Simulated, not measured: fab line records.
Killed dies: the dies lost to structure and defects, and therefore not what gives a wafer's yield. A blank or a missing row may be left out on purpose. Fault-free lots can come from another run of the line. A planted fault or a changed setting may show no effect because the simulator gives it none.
The tool behind it: which one? / flow nand-harc / 36 wafers from 12 lots sampled at 5 of the route's 1159 steps

== WHAT EACH GAUGE READ, for each wafer ==
NHARC_A_BLC_OVL_MEAS_11. Usual: overlay-x-nm 0.0 nm, standard deviation 0.79; overlay-y-nm -0.1 nm, standard deviation 0.68.
lot=L472; measured=day 17 13:07; on=overlay-01; overlay-x-nm (nm)=0.4 0.4 0.6; overlay-y-nm (nm)=-0.3 0.4 0.9; flag=
lot=L471; measured=day 17 14:01; on=overlay-02; overlay-x-nm (nm)=-0.7 -0.7 -0.7; overlay-y-nm (nm)=-0.6 -0.3 -0.4; flag=
lot=L473; measured=day 18 02:17; on=overlay-01; overlay-x-nm (nm)=0.7 0.8 0.6; overlay-y-nm (nm)=-1.1 -0.4 -0.8; flag=
lot=L474; measured=day 18 02:41; on=overlay-01; overlay-x-nm (nm)=0.1 0.4 0.2; overlay-y-nm (nm)=-0.5 -0.9 -1.1; flag=
lot=L476; measured=day 18 19:29; on=overlay-02; overlay-x-nm (nm)=-1.0 -1.7 -1.3; overlay-y-nm (nm)=-1.2 -0.7 -1.4; flag=
lot=L477; measured=day 19 00:49; on=overlay-01; overlay-x-nm (nm)=-1.8 -1.4 -2.1; overlay-y-nm (nm)=0.8 0.0 0.4; flag=
lot=L478; measured=day 19 07:19; on=overlay-02; overlay-x-nm (nm)=-0.2 0.2 0.0; overlay-y-nm (nm)=-0.2 0.3 -0.2; flag=
lot=L481; measured=day 19 17:46; on=overlay-02; overlay-x-nm (nm)=-0.7 -0.6 -1.5; overlay-y-nm (nm)=-0.4 -0.7 0.0; flag=
lot=L482; measured=day 20 00:17; on=overlay-01; overlay-x-nm (nm)=-0.1 0.7 0.4; overlay-y-nm (nm)=-0.7 -0.5 -0.3; flag=
lot=L486; measured=day 21 10:56; on=overlay-02; overlay-x-nm (nm)=-0.4 -0.5 0.0; overlay-y-nm (nm)=0.7 0.1 0.7; flag=
lot=L490; measured=day 22 15:16; on=overlay-01; overlay-x-nm (nm)=-0.1 -0.9 -1.2; overlay-y-nm (nm)=-0.3 -0.6 -0.6; flag=
lot=L493; measured=day 23 06:34; on=overlay-02; overlay-x-nm (nm)=0.8 0.9 0.5; overlay-y-nm (nm)=0.2 0.0 0.3; flag=

NHARC_END_SORT_01. Usual: killed-at-array 24, standard deviation 8.8; killed-at-other 0.7, standard deviation 0.99; killed-at-periphery 3.5, standard deviation 2.6; killed-dies 28, standard deviation 9.3; killed-open 3.2, standard deviation 1.7; killed-short 1.7, standard deviation 1.4.
lot=L477; measured=day 21 00:37; on=prober-02; killed-at-array=20 25 30; killed-at-other=1 1 0; killed-at-periphery=1 1 0; killed-dies=22 27 30; killed-open=1 3 2; killed-short=1 1 0; flag=
lot=L490; measured=day 24 14:22; on=prober-01; killed-at-array=33 35; killed-at-other=0 0; killed-at-periphery=4 2; killed-dies=37 37; killed-open=5 3; killed-short=1 2; flag=

== WHAT TOOL EACH LOT RAN ON (gives the tool, then ch and the chambers of the sampled wafers, and finally the start) ==
lot=L472; NHARC_A_CONTACT_ETCH_92=rie-diel-01 ch 0,3, day 17 05:04; NHARC_A_BLC_ETCH_17=rie-diel-11 ch 1,2,3, day 17 13:31; NHARC_A_BLC_CVD_24=cvd-w-02 ch 0,1, no start
lot=L471; NHARC_A_CONTACT_ETCH_92=rie-diel-01 ch 0,1, day 17 05:14; NHARC_A_BLC_ETCH_17=rie-diel-08 ch 1,3, day 17 14:27; NHARC_A_BLC_CVD_24=cvd-w-02 ch 0,1, no start
lot=L473; NHARC_A_CONTACT_ETCH_92=rie-diel-09 ch 0,2,3, day 17 18:52; NHARC_A_BLC_ETCH_17=rie-diel-08 ch 0,2,3, day 18 02:33; NHARC_A_BLC_CVD_24=cvd-w-02 ch 1, no start
lot=L474; NHARC_A_CONTACT_ETCH_92=rie-diel-01 ch 1,3, day 17 20:01; NHARC_A_BLC_ETCH_17=rie-diel-11 ch 0,1, day 18 02:59; NHARC_A_BLC_CVD_24=cvd-w-01 ch 1, no start
lot=L476; NHARC_A_CONTACT_ETCH_92=rie-diel-01 ch 0,3, day 18 12:10; NHARC_A_BLC_ETCH_17=rie-diel-11 ch 0,1,3, day 18 19:50; NHARC_A_BLC_CVD_24=cvd-w-01 ch 0,1, no start
lot=L477; NHARC_A_CONTACT_ETCH_92=rie-diel-01 ch 1,2, day 18 21:14; NHARC_A_BLC_ETCH_17=rie-diel-08 ch 0,3, day 19 01:33; NHARC_A_BLC_CVD_24=cvd-w-01 ch 1, day 21 00:37 or earlier
lot=L478; NHARC_A_CONTACT_ETCH_92=rie-diel-01 ch 0,1,3, day 19 01:53; NHARC_A_BLC_ETCH_17=rie-diel-11 ch 0,1,2, day 19 07:37; NHARC_A_BLC_CVD_24=cvd-w-02 ch 0,1, no start
lot=L481; NHARC_A_CONTACT_ETCH_92=rie-diel-01 ch 1,2,3, day 19 14:32; NHARC_A_BLC_ETCH_17=rie-diel-08 ch 1,2,3, day 19 18:03; NHARC_A_BLC_CVD_24=cvd-w-02 ch 0,1, no start
lot=L482; NHARC_A_CONTACT_ETCH_92=rie-diel-09 ch 0,1,2, day 19 20:55; NHARC_A_BLC_ETCH_17=rie-diel-08 ch 1,2,3, day 20 00:37; NHARC_A_BLC_CVD_24=cvd-w-02 ch 0,1, no start
lot=L486; NHARC_A_CONTACT_ETCH_92=rie-diel-03 ch 0,1,2, day 21 01:50; NHARC_A_BLC_ETCH_17=rie-diel-11 ch 1,2,3, day 21 11:13; NHARC_A_BLC_CVD_24=cvd-w-02 ch 0,1, no start
lot=L490; NHARC_A_CONTACT_ETCH_92=rie-diel-01 ch 0,2,3, day 22 12:01; NHARC_A_BLC_ETCH_17=rie-diel-08 ch 1,3, day 22 15:32; NHARC_A_BLC_CVD_24=cvd-w-02 ch 0, day 24 14:22 or earlier
lot=L493; NHARC_A_CONTACT_ETCH_92=rie-diel-01 ch 0,1, day 22 22:56; NHARC_A_BLC_ETCH_17=rie-diel-11 ch 0,1, day 23 06:51; NHARC_A_BLC_CVD_24=cvd-w-01 ch 0,1, no start
- NHARC_A_CONTACT_ETCH_92: etches the open film in CH3F/O2, target depth 40 nm, time 85.7 s.
- NHARC_A_BLC_ETCH_17: etches the open film in N2/H2, target depth 390 nm, time 609.38 s.
- NHARC_A_BLC_CVD_24: deposits W, target thk 150 nm, time 434 s.

== AS READ BY THE TOOLS THEMSELVES (means over the sampled wafers that have a number; for cases with no such wafer, the mark the record gives instead) ==
NHARC_A_CONTACT_ETCH_92. Usual: drypump-motor-current-A 5.7 A, standard deviation 0.41; oes-product-au 0.933 a.u., standard deviation 0.026; rf-vpp-V 244.3 V, standard deviation 1.8; run-length-s 107.1 s, standard deviation 0.35; showerhead-plenum-p-Torr 2.45 Torr, standard deviation 0.12; throttle-valve-pct 20.663 %, standard deviation 0.01.
lot=L472; tool=rie-diel-01; drypump-motor-current-A (A)=5.9; oes-product-au (a.u.)=0.926; rf-vpp-V (V)=246.3; run-length-s (s)=107.2; showerhead-plenum-p-Torr (Torr)=2.57; throttle-valve-pct (%)=20.669; flag=
lot=L471; tool=rie-diel-01; drypump-motor-current-A (A)=5.9; oes-product-au (a.u.)=0.924; rf-vpp-V (V)=243.0; run-length-s (s)=107.1; showerhead-plenum-p-Torr (Torr)=2.44; throttle-valve-pct (%)=20.664; flag=
lot=L473; tool=rie-diel-09; drypump-motor-current-A (A)=5.9; oes-product-au (a.u.)=0.926; rf-vpp-V (V)=245.6; run-length-s (s)=107.0; showerhead-plenum-p-Torr (Torr)=2.53; throttle-valve-pct (%)=20.653; flag=
lot=L474; tool=rie-diel-01; drypump-motor-current-A (A)=6.1; oes-product-au (a.u.)=0.997; rf-vpp-V (V)=243.5; run-length-s (s)=107.3; showerhead-plenum-p-Torr (Torr)=2.36; throttle-valve-pct (%)=20.667; flag=
lot=L476; tool=rie-diel-01; drypump-motor-current-A (A)=6.0; oes-product-au (a.u.)=0.931; rf-vpp-V (V)=245.1; run-length-s (s)=107.5; showerhead-plenum-p-Torr (Torr)=2.50; throttle-valve-pct (%)=20.672; flag=
lot=L477; tool=rie-diel-01; drypump-motor-current-A (A)=5.9; oes-product-au (a.u.)=0.917; rf-vpp-V (V)=243.3; run-length-s (s)=106.9; showerhead-plenum-p-Torr (Torr)=2.35; throttle-valve-pct (%)=20.667; flag=
lot=L478; tool=rie-diel-01; drypump-motor-current-A (A)=6.0; oes-product-au (a.u.)=0.920; rf-vpp-V (V)=244.8; run-length-s (s)=107.1; showerhead-plenum-p-Torr (Torr)=2.47; throttle-valve-pct (%)=20.657; flag=
lot=L481; tool=rie-diel-01; drypump-motor-current-A (A)=5.9; oes-product-au (a.u.)=0.922; rf-vpp-V (V)=242.7; run-length-s (s)=107.1; showerhead-plenum-p-Torr (Torr)=2.38; throttle-valve-pct (%)=20.656; flag=
lot=L482; tool=rie-diel-09; drypump-motor-current-A (A)=5.7; oes-product-au (a.u.)=1.001; rf-vpp-V (V)=244.2; run-length-s (s)=107.4; showerhead-plenum-p-Torr (Torr)=2.43; throttle-valve-pct (%)=20.669; flag=
lot=L486; tool=rie-diel-03; drypump-motor-current-A (A)=5.3; oes-product-au (a.u.)=0.920; rf-vpp-V (V)=245.4; run-length-s (s)=107.5; showerhead-plenum-p-Torr (Torr)=2.54; throttle-valve-pct (%)=20.679; flag=
lot=L490; tool=rie-diel-01; drypump-motor-current-A (A)=5.8; oes-product-au (a.u.)=0.920; rf-vpp-V (V)=246.2; run-length-s (s)=107.2; showerhead-plenum-p-Torr (Torr)=2.48; throttle-valve-pct (%)=20.658; flag=
lot=L493; tool=rie-diel-01; drypump-motor-current-A (A)=6.0; oes-product-au (a.u.)=0.918; rf-vpp-V (V)=244.4; run-length-s (s)=106.8; showerhead-plenum-p-Torr (Torr)=2.43; throttle-valve-pct (%)=20.662; flag=

NHARC_A_BLC_ETCH_17. Usual: drypump-motor-current-A 5.7 A, standard deviation 0.33; oes-product-au 1.000 a.u., standard deviation 0.0096; rf-vpp-V 429.8 V, standard deviation 2.6; run-length-s 630.8 s, standard deviation 0.6; showerhead-plenum-p-Torr 2.02 Torr, standard deviation 0.086; throttle-valve-pct 14.172 %, standard deviation 0.0091.
lot=L472; tool=rie-diel-11; drypump-motor-current-A (A)=5.8; oes-product-au (a.u.)=1.006; rf-vpp-V (V)=428.7; run-length-s (s)=630.3; showerhead-plenum-p-Torr (Torr)=1.98; throttle-valve-pct (%)=14.170; flag=
lot=L471; tool=rie-diel-08; drypump-motor-current-A (A)=6.1; oes-product-au (a.u.)=1.000; rf-vpp-V (V)=430.3; run-length-s (s)=630.7; showerhead-plenum-p-Torr (Torr)=2.05; throttle-valve-pct (%)=14.174; flag=
lot=L473; tool=rie-diel-08; drypump-motor-current-A (A)=5.7; oes-product-au (a.u.)=1.000; rf-vpp-V (V)=429.8; run-length-s (s)=630.8; showerhead-plenum-p-Torr (Torr)=2.03; throttle-valve-pct (%)=14.174; flag=
lot=L474; tool=rie-diel-11; drypump-motor-current-A (A)=5.7; oes-product-au (a.u.)=1.012; rf-vpp-V (V)=427.9; run-length-s (s)=630.9; showerhead-plenum-p-Torr (Torr)=1.94; throttle-valve-pct (%)=14.175; flag=
lot=L476; tool=rie-diel-11; drypump-motor-current-A (A)=5.8; oes-product-au (a.u.)=1.005; rf-vpp-V (V)=428.6; run-length-s (s)=630.6; showerhead-plenum-p-Torr (Torr)=1.94; throttle-valve-pct (%)=14.179; flag=
lot=L477; tool=rie-diel-08; drypump-motor-current-A (A)=5.9; oes-product-au (a.u.)=0.998; rf-vpp-V (V)=429.3; run-length-s (s)=631.2; showerhead-plenum-p-Torr (Torr)=2.00; throttle-valve-pct (%)=14.177; flag=
lot=L478; tool=rie-diel-11; drypump-motor-current-A (A)=5.7; oes-product-au (a.u.)=0.999; rf-vpp-V (V)=428.4; run-length-s (s)=630.6; showerhead-plenum-p-Torr (Torr)=1.97; throttle-valve-pct (%)=14.171; flag=
lot=L481; tool=rie-diel-08; drypump-motor-current-A (A)=5.8; oes-product-au (a.u.)=1.005; rf-vpp-V (V)=432.4; run-length-s (s)=630.9; showerhead-plenum-p-Torr (Torr)=2.09; throttle-valve-pct (%)=14.166; flag=
lot=L482; tool=rie-diel-08; drypump-motor-current-A (A)=5.7; oes-product-au (a.u.)=0.995; rf-vpp-V (V)=432.1; run-length-s (s)=630.8; showerhead-plenum-p-Torr (Torr)=2.09; throttle-valve-pct (%)=14.167; flag=
lot=L486; tool=rie-diel-11; drypump-motor-current-A (A)=5.8; oes-product-au (a.u.)=1.008; rf-vpp-V (V)=429.5; run-length-s (s)=630.4; showerhead-plenum-p-Torr (Torr)=1.98; throttle-valve-pct (%)=14.168; flag=
lot=L490; tool=rie-diel-08; drypump-motor-current-A (A)=5.9; oes-product-au (a.u.)=0.985; rf-vpp-V (V)=433.3; run-length-s (s)=558.8; showerhead-plenum-p-Torr (Torr)=2.11; throttle-valve-pct (%)=14.181; flag=OFF
lot=L493; tool=rie-diel-11; drypump-motor-current-A (A)=5.7; oes-product-au (a.u.)=0.990; rf-vpp-V (V)=427.7; run-length-s (s)=630.6; showerhead-plenum-p-Torr (Torr)=1.93; throttle-valve-pct (%)=14.175; flag=

NHARC_A_BLC_CVD_24. Usual: heater-power-w 465 W, standard deviation 12; throttle-valve-pct 8.09 %, standard deviation 0.27.
lot=L472; tool=cvd-w-02; heater-power-w (W)=470; throttle-valve-pct (%)=8.20; flag=
lot=L471; tool=cvd-w-02; heater-power-w (W)=467; throttle-valve-pct (%)=8.03; flag=
lot=L473; tool=cvd-w-02; heater-power-w (W)=465; throttle-valve-pct (%)=8.23; flag=
lot=L474; tool=cvd-w-01; heater-power-w (W)=454; throttle-valve-pct (%)=7.72; flag=
lot=L476; tool=cvd-w-01; heater-power-w (W)=457; throttle-valve-pct (%)=7.69; flag=
lot=L477; tool=cvd-w-01; heater-power-w (W)=456; throttle-valve-pct (%)=7.81; flag=
lot=L478; tool=cvd-w-02; heater-power-w (W)=472; throttle-valve-pct (%)=8.32; flag=
lot=L481; tool=cvd-w-02; heater-power-w (W)=468; throttle-valve-pct (%)=8.31; flag=
lot=L482; tool=cvd-w-02; heater-power-w (W)=464; throttle-valve-pct (%)=8.32; flag=
lot=L486; tool=cvd-w-02; heater-power-w (W)=476; throttle-valve-pct (%)=8.18; flag=
lot=L490; tool=cvd-w-02; heater-power-w (W)=474; throttle-valve-pct (%)=7.96; flag=
lot=L493; tool=cvd-w-01; heater-power-w (W)=446; throttle-valve-pct (%)=7.97; flag=

== THE ANSWER, worked out from the rows above alone ==
Rule: lot off if the mean of its wafers having a number is beyond 3 standard deviations from the usual mean. Also off: a lot with no number at a reading for which 4 or more lots have one. Where the step has rows for the other lots, those lots are counted as sound. First the gauges in route order, then the tools' own readings, where a lot's mean is used as printed above. At the first step where some lot is off, the reading lying furthest off is the one used; lots without a number count as furthest.
Off: L490 (NHARC_A_BLC_ETCH_17, run-length-s).
If a tool, at that step or one of the process steps before it, ran each lot that is off and ran no sound lot following the first of them, it fits. One candidate fits, namely rie-diel-08 at NHARC_A_BLC_ETCH_17. A fault onset in the window from L482 (day 20 00:37, its last sound lot) to L490 (day 22 15:32, its first lot off) fits.
The tool's own readings at NHARC_A_BLC_ETCH_17 bear it out: on the lots that are off they differ by more than 5 times the standard deviation of the sound lots' means. run-length-s reads 558.8 s there against 630.7 s on the sound lots.

== WHAT THE SIMULATOR PUT IN ==
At NHARC_A_BLC_ETCH_17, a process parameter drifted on rie-diel-08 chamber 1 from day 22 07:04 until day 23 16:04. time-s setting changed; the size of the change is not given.
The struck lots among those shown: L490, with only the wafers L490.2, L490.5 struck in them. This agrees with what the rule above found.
